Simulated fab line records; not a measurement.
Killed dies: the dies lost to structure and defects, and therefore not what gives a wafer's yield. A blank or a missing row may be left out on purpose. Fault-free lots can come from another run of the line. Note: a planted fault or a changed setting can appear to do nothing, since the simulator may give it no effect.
Chamber matching :: flow nand-harc :: NHARC_P_CONTACT_CMP_24 on cmp-03: 4 sister chambers
The step polishes, t overpolish 30 s, target thk 200 nm. 7 wafers are shown with their chamber, then 7 later ones without.

## EACH WAFER AND ITS CHAMBER
wafer: L964.1
chamber: 3
motor-current-A (A): 11.7
overpolish-run-s (s): 29.994

wafer: L965.4
chamber: 0
motor-current-A (A): 13.3
overpolish-run-s (s): 29.998

wafer: L971.2
chamber: 2
motor-current-A (A): 11.8
overpolish-run-s (s): 30.010

wafer: L971.4
chamber: 0
motor-current-A (A): 13.6
overpolish-run-s (s): 30.006

wafer: L971.6
chamber: 1
motor-current-A (A): 12.3
overpolish-run-s (s): 30.009

wafer: L975.1
chamber: 3
motor-current-A (A): 10.8
overpolish-run-s (s): 30.000

wafer: L975.2
chamber: 1
motor-current-A (A): 12.1
overpolish-run-s (s): 30.006

## WAFERS WHOSE CHAMBER IS MISSING
wafer: L975.6
motor-current-A (A): 11.3
overpolish-run-s (s): 29.998

wafer: L980.1
motor-current-A (A): 14.1
overpolish-run-s (s): 29.997

wafer: L980.4
motor-current-A (A): 10.9
overpolish-run-s (s): 29.996

wafer: L980.5
motor-current-A (A): 13.9
overpolish-run-s (s): 30.001

wafer: L981.2
motor-current-A (A): 11.7
overpolish-run-s (s): 30.006

wafer: L981.4
motor-current-A (A): 11.0
overpolish-run-s (s): 29.989

wafer: L981.6
motor-current-A (A): 10.7
overpolish-run-s (s): 30.007

## CHAMBER TAKEN BY EACH
wafer: L975.6
from the rows above: 3
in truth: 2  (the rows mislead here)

wafer: L980.1
from the rows above: 0
in truth: 0

wafer: L980.4
from the rows above: 3
in truth: 3

wafer: L980.5
from the rows above: 0
in truth: 0

wafer: L981.2
from the rows above: can't be placed: 2 or 1 or 3
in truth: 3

wafer: L981.4
from the rows above: 3
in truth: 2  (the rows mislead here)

wafer: L981.6
from the rows above: can't be placed: 3 or 2 or 1
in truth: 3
Correct placement for 3 of the 7. Unplaceable from these rows: 2, with the true chamber sitting among the candidates in 2. Placed wrongly: 2.
How it was worked out, from the rows above alone: a wafer's distance from a chamber is the root of the sum, over the readings, of the square of ((its reading less the chamber's mean) divided by the reading's scatter). The wafer belongs to the nearest chamber; if the next one is less than 2 further off, it can't be placed. The mean given for a chamber averages the wafers shown for that chamber. How the scatter is found: for the shown wafers, subtract from each reading the mean of its chamber, square and add these, divide the total by (wafers less chambers), then take the root.
